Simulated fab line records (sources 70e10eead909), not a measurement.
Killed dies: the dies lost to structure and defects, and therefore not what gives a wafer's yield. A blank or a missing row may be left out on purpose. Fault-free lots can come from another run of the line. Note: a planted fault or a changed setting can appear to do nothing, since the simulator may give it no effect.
Matching of chambers + flow nand_harc + pecvd-01 running NHARC_P_CONTACT_DEP_30: 3 sister chambers
The step deposits SiNx, target thk 30 nm. 6 wafers are shown with their chamber, then 8 later ones without.

## EACH WAFER AND ITS CHAMBER
| wafer  | chamber | heater_power_w (W) |
|--------|---------|--------------------|
| L079.3 | 1       | 668                |
| L079.5 | 0       | 783                |
| L086.1 | 2       | 658                |
| L086.3 | 0       | 730                |
| L086.4 | 1       | 603                |
| L090.1 | 2       | 553                |

## WAFERS MISSING THEIR CHAMBER
| wafer  | heater_power_w (W) |
|--------|--------------------|
| L090.3 | 741                |
| L090.5 | 702                |
| L093.1 | 846                |
| L093.2 | 607                |
| L093.5 | 850                |
| L097.2 | 654                |
| L097.3 | 592                |
| L097.6 | 654                |

## EACH ONE'S CHAMBER
| wafer  | from the rows above          | in truth |
|--------|------------------------------|----------|
| L090.3 | can't be placed: 0 or 1      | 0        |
| L090.5 | can't be placed: 0 or 1 or 2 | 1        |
| L093.1 | 0                            | 0        |
| L093.2 | can't be placed: 2 or 1      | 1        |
| L093.5 | 0                            | 0        |
| L097.2 | can't be placed: 1 or 2 or 0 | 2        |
| L097.3 | can't be placed: 2 or 1      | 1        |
| L097.6 | can't be placed: 1 or 2 or 0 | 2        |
Correct placement for 2 of the 8. Not placeable from these rows: 6 (in 6, the candidates include the true chamber). 0 placed wrongly.
How it was worked out, from the rows above alone: a wafer's distance from a chamber is the root of the sum, over the readings, of the square of ((its reading less the chamber's mean) divided by the reading's scatter). The wafer belongs to the nearest chamber; if the next one is less than 2 further off, it can't be placed. A chamber's mean is the mean of its shown wafers. The scatter: the root of (the sum of the squares of (reading less its chamber's mean) over the shown wafers, divided by (wafers less chambers)).
